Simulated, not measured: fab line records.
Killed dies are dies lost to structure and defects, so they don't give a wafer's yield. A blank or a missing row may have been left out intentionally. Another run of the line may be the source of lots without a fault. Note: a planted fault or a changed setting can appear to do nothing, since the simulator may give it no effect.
fab line records ; flow n5-finfet ; part 1 of 2: steps 1 to 19 of 26
record: lots: 5; wafers: 15; last-day: 17
route steps=1938 shown MIM_BOT_LITHO@1862 MIM_BOT_ETCH@1866 PASS1_CAP@1873 TV_LITHO@1875 TV_OPEN@1887
lots untouched by any fault: they come from a run of this same line in which no faults occurred
start-h: hours from the record's first day to the start of the lot's first wafer shown ; wait-h: hours from the lot's prior step to this one ; " as in the row above ; L1.1+2: a single row standing in for several wafers ; - value missing, or start not given ; * or withheld: withheld ; < > ~ a bound
route shown NAME@n: a module of which the file shows steps, and the number in the route of the first ; usual: mean and standard deviation over wafers with no fault ; same: alike in all rows ; chamber/n: place in a boat ; sites: each site's reading ; _std_site: standard deviation of those values ; _edge_site: mean of outer sites minus mean of inner sites ; radius-mm: for every site, how far away it sits from the centre of the wafer ; mask NAME#n: copy n ; behind: the tool/chamber that last shaped the wafer ; hold: the reason the lot was held/the length of the hold in hours/how it ended ; device: the transistor (n, p or np) that didn't switch ; end of line: the same wafers' tests at the end of the route ; a step given without rows: its recipe and nothing more ; killed: at the first sort, the dies lost to defects and structure; wafer yield is something else ; map: shows each die of a wafer: x if killed, . if not, _ if none is there
set.NAME: setting as actually run; set.NAME@STEP: the setting as run at that earlier step ; model.NAME: the simulator's own value behind a step, which no gauge read
a table for each step, a row for each wafer; lots at some steps of the route
services: from which hour (start-h, from the record's first day; less than 0 if before it) a tool's chamber was out of use, for how many hours, and why
== steps ==
step: N5_MIM_BOT_LITHO_CD_MEAS_08
recipe: target-cd-nm: 3000; landing-energy-ev: 500; detector: se-inlens; polarity: opening
usual: cd-nm: 2999.6/1.7
lot.wafer;tool;chamber;start-h;wait-h;cd-nm
L074.2;cd-sem-03;0;256.44;-;2997.6
L074.3;cd-sem-03;0;256.44;-;2997.3
L074.4;cd-sem-03;0;256.44;-;2997.2
L082.1;cd-sem-03;0;307.70;-;2999.0
L082.4;cd-sem-03;0;307.70;-;2997.6
L082.5;cd-sem-03;0;307.70;-;2999.3
L088.4;cd-sem-01;0;336.89;-;2997.5
L088.5;cd-sem-01;0;336.89;-;2999.0
L088.6;cd-sem-01;0;336.89;-;2998.0
L097.1;cd-sem-02;0;400.56;-;3002.1
L097.2;cd-sem-02;0;400.56;-;3002.8
L097.5;cd-sem-02;0;400.56;-;2999.9
L096.2;cd-sem-03;0;405.30;-;2998.8
L096.4;cd-sem-03;0;405.30;-;2999.8
L096.6;cd-sem-03;0;405.30;-;2997.6
step: N5_MIM_BOT_LITHO_OVL_MEAS_11
recipe: points-per-wafer: 44
usual: MIM_BOT_OVL: 2/5.1
lot.wafer;tool;chamber;start-h;wait-h;MIM_BOT_OVL[nm]
L074.2;overlay-01;0;256.47;0.0;14
L074.3;overlay-01;0;256.47;0.0;0
L074.4;overlay-01;0;256.47;0.0;10
L082.1;overlay-02;0;307.73;0.0;7
L082.4;overlay-02;0;307.73;0.0;3
L082.5;overlay-02;0;307.73;0.0;11
L088.4;overlay-01;0;336.92;0.0;3
L088.5;overlay-01;0;336.92;0.0;10
L088.6;overlay-01;0;336.92;0.0;1
L097.1;overlay-02;0;400.59;0.0;1
L097.2;overlay-02;0;400.59;0.0;0
L097.5;overlay-02;0;400.59;0.0;-8
L096.2;overlay-02;0;405.33;0.0;-8
L096.4;overlay-02;0;405.33;0.0;-9
L096.6;overlay-02;0;405.33;0.0;1
step: N5_MIM_BOT_LITHO_INSPECT_12
recipe: mode: adi; inspect-instrument: macro
usual: raw-defect-count: 2.1/1.6
lot.wafer;tool;chamber;start-h;wait-h;raw-defect-count
L074.2;defect-inspect-01;-;256.49;0.0;0
L074.3;defect-inspect-01;-;256.49;0.0;3
L074.4;defect-inspect-01;-;256.49;0.0;2
L082.1;defect-inspect-02;-;307.75;0.0;1
L082.4;defect-inspect-02;-;307.75;0.0;2
L082.5;defect-inspect-02;-;307.75;0.0;5
L088.4;defect-inspect-01;-;336.94;0.0;4
L088.5;defect-inspect-01;-;336.94;0.0;2
L088.6;defect-inspect-01;-;336.94;0.0;0
L097.1;defect-inspect-02;-;400.61;0.0;1
L097.2;defect-inspect-02;-;400.61;0.0;3
L097.5;defect-inspect-02;-;400.61;0.0;1
L096.2;defect-inspect-02;-;405.35;0.0;2
L096.4;defect-inspect-02;-;405.35;0.0;3
L096.6;defect-inspect-02;-;405.35;0.0;3
step: N5_MIM_BOT_LITHO_DESCUM_10
recipe: chemistry: O2; time-s: 7.9; source-power-w: 50; bias-power-w: 20; pressure-mtorr: 20; rf-frequency-hz: 2.712e+07; temp-c: 40; o2-flow-sccm: 225
usual: drypump-motor-current-A: 5.5/0.45; oes-product-au: 0.78/0.076; rf-vpp-V: 243.0/1.4; showerhead-plenum-p-Torr: 2.09/0.072; throttle-valve-pct: 20.57/0.28
lot.wafer;tool;chamber;start-h;wait-h;drypump-motor-current-A;oes-product-au;rf-hours-counter-h;rf-vpp-V;showerhead-plenum-p-Torr;throttle-valve-pct
L074.2;rie-diel-02;1;256.54;0.0;5.4;0.87;40;242.9;2.04;20.20
L074.3;rie-diel-02;0;256.54;0.0;5.6;0.74;201;243.3;2.08;20.84
L074.4;rie-diel-02;3;256.54;0.0;4.9;0.73;186;242.4;2.09;20.54
L082.1;rie-diel-04;3;307.96;0.2;5.4;0.76;136;243.0;2.11;20.67
L082.4;rie-diel-04;0;307.96;0.2;5.5;0.85;82;243.5;2.11;20.58
L082.5;rie-diel-04;0;307.96;0.2;5.5;0.85;-;242.0;2.11;20.60
L088.4;rie-diel-02;2;337.01;0.1;5.0;0.68;233;240.8;1.98;20.86
L088.5;rie-diel-02;1;337.01;0.1;5.4;0.82;-;242.5;2.03;20.23
L088.6;rie-diel-02;2;337.01;0.1;5.0;0.67;-;239.6;1.98;20.87
L097.1;rie-diel-02;3;400.78;0.2;4.9;0.68;241;244.2;2.07;20.61
L097.2;rie-diel-02;1;400.78;0.2;5.3;0.80;92;242.2;2.02;20.27
L097.5;rie-diel-02;3;400.78;0.2;4.9;0.68;-;241.3;2.07;20.60
L096.2;rie-diel-02;1;405.38;0.0;5.3;0.80;95;241.7;2.02;20.26
L096.4;rie-diel-02;3;405.38;0.0;4.9;0.67;-;241.8;2.07;20.61
L096.6;rie-diel-02;1;405.38;0.0;5.3;0.80;-;242.9;2.02;20.28
step: N5_MIM_BOT_ETCH_ETCH_04
recipe: chemistry: CF4/O2; target: SiNx; target-depth-a: 260; time-s: 13; ion-energy-ev: 100; pressure-mtorr: 40; source-w: 535; bias-w: 49; Ar_flow_sccm: 100; cf4-flow-sccm: 100; O2_flow_sccm: 10
usual: drypump-motor-current-A: 5.5/0.45; mfc-ar-sccm: 99.99/0.26; oes_o_777_au: 0.78/0.065; oes-product-au: 0.78/0.074; rf-vpp-V: 241/3; showerhead-plenum-p-Torr: 2.20/0.066; throttle-valve-pct: 16.11/0.26
lot.wafer;tool;chamber;start-h;wait-h;drypump-motor-current-A;mfc-ar-sccm;oes_o_777_au;oes-product-au;rf-hours-counter-h;rf-vpp-V;showerhead-plenum-p-Torr;throttle-valve-pct
L074.2;rie-diel-02;1;256.60;0.0;5.3;99.85;0.85;0.87;40;243;2.15;15.80
L074.3;rie-diel-02;0;256.60;0.0;5.6;99.71;0.74;0.72;201;239;2.19;16.36
L074.4;rie-diel-02;3;256.60;0.0;4.9;100.63;0.73;0.72;186;245;2.20;16.11
L082.1;rie-diel-04;3;308.02;0.0;5.4;100.22;0.78;0.76;136;238;2.21;16.14
L082.4;rie-diel-04;0;308.02;0.0;5.5;99.97;0.83;0.84;82;244;2.23;16.16
L082.5;rie-diel-04;0;308.02;0.0;5.5;99.57;0.83;0.84;-;247;2.23;16.17
L088.4;rie-diel-02;2;337.08;0.0;5.0;99.83;0.69;0.68;233;238;2.09;16.40
L088.5;rie-diel-02;1;337.08;0.0;5.4;99.99;0.82;0.82;-;243;2.14;15.85
L088.6;rie-diel-02;2;337.08;0.0;4.9;99.96;0.69;0.68;-;236;2.09;16.43
L097.1;rie-diel-02;3;400.88;0.1;4.9;99.78;0.68;0.68;241;244;2.18;16.19
L097.2;rie-diel-02;1;400.88;0.1;5.3;99.99;0.80;0.79;92;243;2.14;15.89
L097.5;rie-diel-02;3;400.88;0.1;4.9;99.43;0.69;0.68;-;243;2.18;16.20
L096.2;rie-diel-02;1;405.48;0.1;5.4;99.69;0.79;0.80;95;243;2.13;15.89
L096.4;rie-diel-02;3;405.48;0.1;4.9;99.82;0.69;0.68;-;245;2.18;16.19
L096.6;rie-diel-02;1;405.48;0.1;5.4;100.13;0.79;0.79;-;243;2.14;15.88
step: N5_MIM_BOT_ETCH_ETCH_03
recipe: chemistry: Cl2/BCl3; target-depth-a: 120; pressure-mtorr: 8; icp-w: 800; bias-w: 100; Cl2_flow_sccm: 20; bcl3-flow-sccm: 80
usual: bcl3-flow-sccm: 79.95/0.23; drypump-motor-current-A: 5.9/0.42; oes-product-au: 0.78/0.091; throttle-valve-pct: 27.62/0.12
lot.wafer;tool;chamber;start-h;wait-h;bcl3-flow-sccm;drypump-motor-current-A;oes-product-au;rf-hours-counter-h;throttle-valve-pct
L074.2;rie-metal-03;1;256.69;0.1;80.35;5.2;0.90;11;27.70
L074.3;rie-metal-03;0;256.69;0.1;80.14;6.2;0.76;-;27.50
L074.4;rie-metal-03;1;256.69;0.1;80.28;5.3;0.91;-;27.70
L082.1;rie-metal-03;1;308.11;0.1;80.01;5.3;0.87;17;27.70
L082.4;rie-metal-03;1;308.11;0.1;80.22;5.3;0.87;-;27.70
L082.5;rie-metal-03;1;308.11;0.1;80.04;5.3;0.89;-;27.69
L088.4;rie-metal-02;1;337.20;0.1;80.12;6.5;0.78;-;27.27
L088.5;rie-metal-02;1;337.20;0.1;80.14;6.5;0.79;-;27.26
L088.6;rie-metal-02;0;337.20;0.1;79.54;6.6;0.78;-;27.80
L097.1;rie-metal-03;1;401.00;0.1;79.74;5.3;0.85;26;27.72
L097.2;rie-metal-03;0;401.00;0.1;80.00;6.2;0.71;62;27.53
L097.5;rie-metal-03;0;401.00;0.1;79.68;6.2;0.71;-;27.52
L096.2;rie-metal-01;1;405.61;0.1;80.02;5.6;0.76;51;27.64
L096.4;rie-metal-01;1;405.61;0.1;80.43;5.6;0.76;-;27.64
L096.6;rie-metal-01;0;405.61;0.1;80.14;6.1;0.95;-;27.62
step: N5_MIM_BOT_ETCH_ETCH_00
recipe: chemistry: Cl2/BCl3; target: TiN; target-depth-a: 455; ion-energy-ev: 150; pressure-mtorr: 10; icp-w: 1000; bias-w: 126; Cl2_flow_sccm: 53.25; bcl3-flow-sccm: 21.75; Ar_flow_sccm: 25
usual: bcl3-flow-sccm: 21.75/0.075; drypump-motor-current-A: 5.9/0.42; mfc-ar-sccm: 25.00/0.075; oes-product-au: 0.78/0.091; throttle-valve-pct: 21.98/0.13
lot.wafer;tool;chamber;start-h;wait-h;bcl3-flow-sccm;drypump-motor-current-A;mfc-ar-sccm;oes-product-au;rf-hours-counter-h;throttle-valve-pct
L074.2;rie-metal-03;1;256.78;0.1;21.64;5.3;25.02;0.91;11;22.03
L074.3;rie-metal-03;0;256.78;0.1;21.77;6.2;25.01;0.75;-;21.87
L074.4;rie-metal-03;1;256.78;0.1;21.70;5.3;25.06;0.91;-;22.03
L082.1;rie-metal-03;1;308.20;0.1;21.60;5.3;24.92;0.88;17;22.06
L082.4;rie-metal-03;1;308.20;0.1;21.72;5.3;24.98;0.88;-;22.08
L082.5;rie-metal-03;1;308.20;0.1;21.53;5.3;24.93;0.88;-;22.04
L088.4;rie-metal-02;1;337.30;0.1;21.71;6.5;24.86;0.78;-;21.61
L088.5;rie-metal-02;1;337.30;0.1;21.73;6.5;24.81;0.77;-;21.62
L088.6;rie-metal-02;0;337.30;0.1;21.66;6.6;24.95;0.77;-;22.18
L097.1;rie-metal-03;1;401.09;0.1;21.76;5.3;24.95;0.85;26;22.05
L097.2;rie-metal-03;0;401.09;0.1;21.73;6.2;25.09;0.72;62;21.91
L097.5;rie-metal-03;0;401.09;0.1;21.83;6.2;25.02;0.72;-;21.92
L096.2;rie-metal-01;1;405.70;0.1;21.68;5.6;25.05;0.75;51;21.98
L096.4;rie-metal-01;1;405.70;0.1;21.70;5.6;24.94;0.75;-;21.96
L096.6;rie-metal-01;0;405.70;0.1;21.79;6.0;25.03;0.95;-;21.94
step: N5_MIM_BOT_ETCH_STRIP_01
recipe: chemistry: O2; power-w: 600; temp-c: 60; pressure-mtorr: 30; rf-frequency-hz: 6e+07; bias-power-w: 0; overash-fraction: 0.5; o2-flow-sccm: 225
usual: drypump-motor-current-A: 5.5/0.44; oes-product-au: 0.80/0.079; rf-vpp-V: 3.6/1.3; showerhead-plenum-p-Torr: 2.10/0.068; throttle-valve-pct: 16.80/0.26
lot.wafer;tool;chamber;start-h;wait-h;drypump-motor-current-A;oes-product-au;rf-hours-counter-h;rf-vpp-V;showerhead-plenum-p-Torr;throttle-valve-pct
L074.2;rie-diel-02;1;256.98;0.2;5.4;0.88;41;3.5;2.04;16.48
L074.3;rie-diel-02;0;256.98;0.2;5.6;0.73;201;3.6;2.09;17.11
L074.4;rie-diel-02;2;256.98;0.2;5.0;0.68;205;3.0;1.99;17.13
L082.1;rie-diel-02;1;308.48;0.2;5.4;0.83;58;3.7;2.03;16.46
L082.4;rie-diel-02;2;308.48;0.2;5.0;0.68;223;4.7;1.99;17.03
L082.5;rie-diel-02;2;308.48;0.2;5.1;0.68;-;2.1;1.98;17.10
L088.4;rie-diel-01;1;337.47;0.1;6.1;0.71;180;2.3;2.00;17.00
L088.5;rie-diel-01;0;337.47;0.1;5.9;0.87;-;5.1;2.13;16.52
L088.6;rie-diel-01;1;337.47;0.1;6.1;0.72;-;4.7;2.00;17.02
L097.1;rie-diel-02;1;401.23;0.1;5.3;0.80;92;5.5;2.02;16.57
L097.2;rie-diel-02;3;401.23;0.1;4.9;0.68;241;2.9;2.07;16.89
L097.5;rie-diel-02;3;401.23;0.1;4.9;0.69;-;2.7;2.08;16.90
L096.2;rie-diel-01;1;405.88;0.1;6.1;0.70;203;5.3;1.99;17.05
L096.4;rie-diel-01;0;405.88;0.1;6.0;0.84;85;2.8;2.12;16.60
L096.6;rie-diel-01;0;405.88;0.1;6.0;0.85;-;2.5;2.12;16.57
step: N5_MIM_BOT_ETCH_STRIP_02
recipe: chemistry: post-etch-residue-remover; time-s: 1200; temp-c: 72.5
usual: bath-heat-duty-pct: 14.5/1.6
lot.wafer;tool;chamber;start-h;wait-h;bath-heat-duty-pct
L074.2;wet-bench-05;2;257.04;-;14.5
L074.3;wet-bench-05;1;257.04;-;12.5
L074.4;wet-bench-05;0;257.04;-;13.6
L082.1;wet-bench-02;6;308.55;-;16.0
L082.4;wet-bench-02;5;308.55;-;12.8
L082.5;wet-bench-02;4;308.55;-;13.5
L088.4;wet-bench-05;4;337.54;-;15.1
L088.5;wet-bench-05;1;337.54;-;12.8
L088.6;wet-bench-05;3;337.54;-;17.2
L097.1;wet-bench-06;0;401.30;-;12.5
L097.2;wet-bench-06;1;401.30;-;15.6
L097.5;wet-bench-06;7;401.30;-;14.0
L096.2;wet-bench-05;0;405.95;-;14.1
L096.4;wet-bench-05;6;405.95;-;15.9
L096.6;wet-bench-05;5;405.95;-;17.0
step: N5_MIM_BOT_ETCH_CLEAN_05
recipe: chemistry: IPA; time-s: 180; temp-c: 25
usual: bath-heat-duty-pct: 6.3/0.82
lot.wafer;tool;chamber;start-h;wait-h;bath-heat-duty-pct
L074.2;wet-bench-05;2;257.38;0.0;6.5
L074.3;wet-bench-05;1;257.38;0.0;4.7
L074.4;wet-bench-05;0;257.38;0.0;6.2
L082.1;wet-bench-02;6;308.88;0.0;6.0
L082.4;wet-bench-02;5;308.88;0.0;6.1
L082.5;wet-bench-02;4;308.88;0.0;6.2
L088.4;wet-bench-05;4;337.87;0.0;6.2
L088.5;wet-bench-05;1;337.87;0.0;5.1
L088.6;wet-bench-05;3;337.87;0.0;6.6
L097.1;wet-bench-06;0;401.64;0.0;6.0
L097.2;wet-bench-06;1;401.64;0.0;7.0
L097.5;wet-bench-06;7;401.64;0.0;6.2
L096.2;wet-bench-05;0;406.28;0.0;6.1
L096.4;wet-bench-05;6;406.28;0.0;6.9
L096.6;wet-bench-05;5;406.28;0.0;7.4
step: N5_MIM_BOT_ETCH_SRD_06
recipe: dry: ipa-marangoni; time-s: 30; temp-c: 23; rinse-liquid: diw
usual: bath-heat-duty-pct: 3.7/0.54
lot.wafer;tool;chamber;start-h;wait-h;bath-heat-duty-pct
L074.2;wet-bench-05;2;257.43;0.0;4.4
L074.3;wet-bench-05;1;257.43;0.0;3.3
L074.4;wet-bench-05;0;257.43;0.0;3.6
L082.1;wet-bench-02;6;308.93;0.0;4.2
L082.4;wet-bench-02;5;308.93;0.0;3.9
L082.5;wet-bench-02;4;308.93;0.0;2.9
L088.4;wet-bench-05;4;337.92;0.0;3.9
L088.5;wet-bench-05;1;337.92;0.0;3.3
L088.6;wet-bench-05;3;337.92;0.0;4.2
L097.1;wet-bench-06;0;401.69;0.0;4.3
L097.2;wet-bench-06;1;401.69;0.0;4.4
L097.5;wet-bench-06;7;401.69;0.0;2.9
L096.2;wet-bench-05;0;406.33;0.0;3.5
L096.4;wet-bench-05;6;406.33;0.0;3.7
L096.6;wet-bench-05;5;406.33;0.0;4.2
step: N5_PASSIVATION_PECVD_55
recipe: material: SiO2; target-thk-a: 4000; temp-c: 400; precursor: SiH4/N2O; pressure-torr: 2.7; rf-w: 608; time-s: 22.5
usual: heater-power-w: 670/62; showerhead-plenum-p-Torr: 8.21/0.11; throttle-valve-pct: 50.6/2.2
lot.wafer;tool;chamber;start-h;wait-h;heater-power-w;showerhead-plenum-p-Torr;throttle-valve-pct
L074.2;pecvd-01;2;257.48;0.0;651;8.35;47.2
L074.3;pecvd-01;0;257.48;0.0;653;8.10;53.9
L074.4;pecvd-01;0;257.48;0.0;667;8.11;54.2
L082.1;pecvd-03;0;308.98;0.0;649;8.38;49.8
L082.4;pecvd-03;0;308.98;0.0;681;8.37;49.9
L082.5;pecvd-03;2;308.98;0.0;661;8.07;51.7
L088.4;pecvd-03;1;338.00;0.1;650;8.18;51.4
L088.5;pecvd-03;2;338.00;0.1;590;8.09;51.9
L088.6;pecvd-03;1;338.00;0.1;677;8.20;51.5
L097.1;pecvd-02;2;401.74;0.0;772;8.13;47.6
L097.2;pecvd-02;0;401.74;0.0;637;8.37;52.3
L097.5;pecvd-02;2;401.74;0.0;781;8.13;48.0
L096.2;pecvd-02;1;406.38;0.0;580;8.11;49.7
L096.4;pecvd-02;1;406.38;0.0;604;8.09;49.8
L096.6;pecvd-02;0;406.38;0.0;758;8.37;52.4
step: N5_PASSIVATION_PECVD_01
recipe: material: SiNx; target-thk-a: 2000; temp-c: 400; precursor: SiH4/NH3/N2; pressure-torr: 4.9; rf-w: 1406; time-s: 43.2
usual: heater-power-w: 381/64; showerhead-plenum-p-Torr: 8.71/0.073; throttle-valve-pct: 28.7/1.2
lot.wafer;tool;chamber;start-h;wait-h;heater-power-w;showerhead-plenum-p-Torr;throttle-valve-pct
L074.2;pecvd-01;2;257.51;0.0;498;8.81;27.0
L074.3;pecvd-01;0;257.51;0.0;319;8.63;30.3
L074.4;pecvd-01;0;257.51;0.0;331;8.64;30.6
L082.1;pecvd-03;0;309.02;0.0;303;8.83;28.2
L082.4;pecvd-03;0;309.02;0.0;307;8.80;28.0
L082.5;pecvd-03;2;309.02;0.0;323;8.63;29.4
L088.4;pecvd-03;1;338.05;0.0;286;8.69;29.2
L088.5;pecvd-03;2;338.05;0.0;374;8.64;29.4
L088.6;pecvd-03;1;338.05;0.0;300;8.68;29.0
L097.1;pecvd-02;2;401.77;0.0;471;8.69;27.1
L097.2;pecvd-02;0;401.77;0.0;476;8.80;29.9
L097.5;pecvd-02;2;401.77;0.0;465;8.64;26.9
L096.2;pecvd-02;1;406.42;0.0;290;8.64;28.3
L096.4;pecvd-02;1;406.42;0.0;312;8.66;28.3
L096.6;pecvd-02;0;406.42;0.0;491;8.80;29.5
step: N5_PASSIVATION_HMDS_03
recipe: time-s: 60; temp-c: 120
usual: chill-plate-temp-C: 23.00/0.098; exhaust-pa: 45.2/0.84
lot.wafer;tool;chamber;start-h;wait-h;chill-plate-temp-C;exhaust-pa
L074.2;litho-track-02;0;257.78;0.2;23.03;45.1
L074.3;litho-track-02;0;257.78;0.2;23.03;45.0
L074.4;litho-track-02;0;257.78;0.2;22.96;44.5
L082.1;litho-track-03;0;310.70;1.7;22.92;43.5
L082.4;litho-track-03;0;310.70;1.7;23.07;45.7
L082.5;litho-track-03;0;310.70;1.7;23.15;45.6
L088.4;litho-track-02;0;338.62;0.5;23.03;44.7
L088.5;litho-track-02;0;338.62;0.5;23.06;44.7
L088.6;litho-track-02;0;338.62;0.5;22.87;46.1
L097.1;litho-track-01;0;403.52;1.7;22.89;46.5
L097.2;litho-track-01;0;403.52;1.7;22.88;44.7
L097.5;litho-track-01;0;403.52;1.7;22.78;45.7
L096.2;litho-track-01;0;406.54;0.1;23.11;45.1
L096.4;litho-track-01;0;406.54;0.1;22.98;45.0
L096.6;litho-track-01;0;406.54;0.1;22.94;44.5
step: N5_PASSIVATION_COAT_04
recipe: spin-rpm: *; resist-thk-nm: *
usual: chill-plate-temp-C: 22.99/0.11; exhaust-pa: 45.2/0.94
lot.wafer;tool;chamber;start-h;wait-h;chill-plate-temp-C;exhaust-pa
L074.2;litho-track-02;0;-;-;22.93;44.6
L074.3;litho-track-02;0;-;-;22.94;45.2
L074.4;litho-track-02;0;-;-;22.94;45.4
L082.1;litho-track-03;0;-;-;22.89;46.7
L082.4;litho-track-03;0;-;-;23.03;46.6
L082.5;litho-track-03;0;-;-;22.93;46.7
L088.4;litho-track-02;0;-;-;23.02;45.1
L088.5;litho-track-02;0;-;-;23.02;44.1
L088.6;litho-track-02;0;-;-;23.09;44.8
L097.1;litho-track-01;0;-;-;23.05;46.2
L097.2;litho-track-01;0;-;-;22.96;47.0
L097.5;litho-track-01;0;-;-;22.94;45.3
L096.2;litho-track-01;0;-;-;22.91;43.6
L096.4;litho-track-01;0;-;-;23.02;44.1
L096.6;litho-track-01;0;-;-;22.93;44.4
step: N5_PASSIVATION_EBR_06
recipe: solvent: PGMEA; ebr-width-mm: 1.5
usual: chill-plate-temp-C: 23.02/0.12; exhaust-pa: 44.9/0.88
lot.wafer;tool;chamber;start-h;wait-h;chill-plate-temp-C;exhaust-pa
L074.2;litho-track-02;0;-;-;22.80;45.2
L074.3;litho-track-02;0;-;-;22.96;45.8
L074.4;litho-track-02;0;-;-;23.13;44.9
L082.1;litho-track-03;0;-;-;22.95;45.9
L082.4;litho-track-03;0;-;-;23.01;46.8
L082.5;litho-track-03;0;-;-;23.01;46.4
L088.4;litho-track-02;0;-;-;23.01;43.9
L088.5;litho-track-02;0;-;-;22.94;44.5
L088.6;litho-track-02;0;-;-;23.12;44.5
L097.1;litho-track-01;0;-;-;23.07;45.0
L097.2;litho-track-01;0;-;-;23.03;44.8
L097.5;litho-track-01;0;-;-;23.34;45.3
L096.2;litho-track-01;0;-;-;23.00;43.9
L096.4;litho-track-01;0;-;-;23.11;43.3
L096.6;litho-track-01;0;-;-;23.00;44.1
step: N5_PASSIVATION_SOFTBAKE_05
recipe: temp-c: 100; time-s: 90
usual: chill-plate-temp-C: 23.00/0.11; exhaust-pa: 44.8/0.92
lot.wafer;tool;chamber;start-h;wait-h;chill-plate-temp-C;exhaust-pa
L074.2;litho-track-02;0;-;-;23.05;44.7
L074.3;litho-track-02;0;-;-;23.10;45.4
L074.4;litho-track-02;0;-;-;22.98;45.2
L082.1;litho-track-03;0;-;-;22.86;45.0
L082.4;litho-track-03;0;-;-;22.76;46.0
L082.5;litho-track-03;0;-;-;22.98;46.1
L088.4;litho-track-02;0;-;-;23.13;44.3
L088.5;litho-track-02;0;-;-;22.95;43.9
L088.6;litho-track-02;0;-;-;23.02;45.7
L097.1;litho-track-01;0;-;-;23.17;45.8
L097.2;litho-track-01;0;-;-;23.21;47.0
L097.5;litho-track-01;0;-;-;23.12;45.5
L096.2;litho-track-01;0;-;-;22.88;44.3
L096.4;litho-track-01;0;-;-;22.95;43.3
L096.6;litho-track-01;0;-;-;22.76;44.8
step: N5_PASSIVATION_EXPOSE_07
recipe: mask-id: TV; na: 0.55; source-shape: conventional; sigma-outer: 0.8; polarization: unpolarized; defocus-nm: 0; target-cd-nm: 3000; dose-mj: 22.75
lot.wafer;tool;chamber;start-h;wait-h;mask
L074.2+3+4;krf-scanner-01;0;258.05;-;TV#0
L082.1+4+5;krf-scanner-02;0;310.97;-;TV#0
L088.4+5+6;krf-scanner-02;0;338.87;-;TV#0
L097.1+2+5;krf-scanner-01;0;403.63;-;TV#0
L096.2+4+6;krf-scanner-02;0;406.79;-;TV#0
step: N5_PASSIVATION_PEB_08
recipe: peb-temp-c: withheld; peb-time-s: *
usual: chill-plate-temp-C: *; exhaust-pa: 45.0/0.95
lot.wafer;tool;chamber;start-h;wait-h;chill-plate-temp-C;exhaust-pa
L074.2;litho-track-01;0;258.10;0.0;*;44.9
L074.3;litho-track-01;0;258.10;0.0;*;45.5
L074.4;litho-track-01;0;258.10;0.0;*;45.2
L082.1;litho-track-02;0;311.03;0.1;*;45.4
L082.4;litho-track-02;0;311.03;0.1;*;46.3
L082.5;litho-track-02;0;311.03;0.1;*;44.3
L088.4;litho-track-03;0;338.91;0.0;*;46.8
L088.5;litho-track-03;0;338.91;0.0;*;46.7
L088.6;litho-track-03;0;338.91;0.0;*;47.0
L097.1;litho-track-01;0;403.69;0.1;*;44.8
L097.2;litho-track-01;0;403.69;0.1;*;44.5
L097.5;litho-track-01;0;403.69;0.1;*;43.8
L096.2;litho-track-02;0;406.85;0.0;*;43.8
L096.4;litho-track-02;0;406.85;0.0;*;43.5
L096.6;litho-track-02;0;406.85;0.0;*;45.7
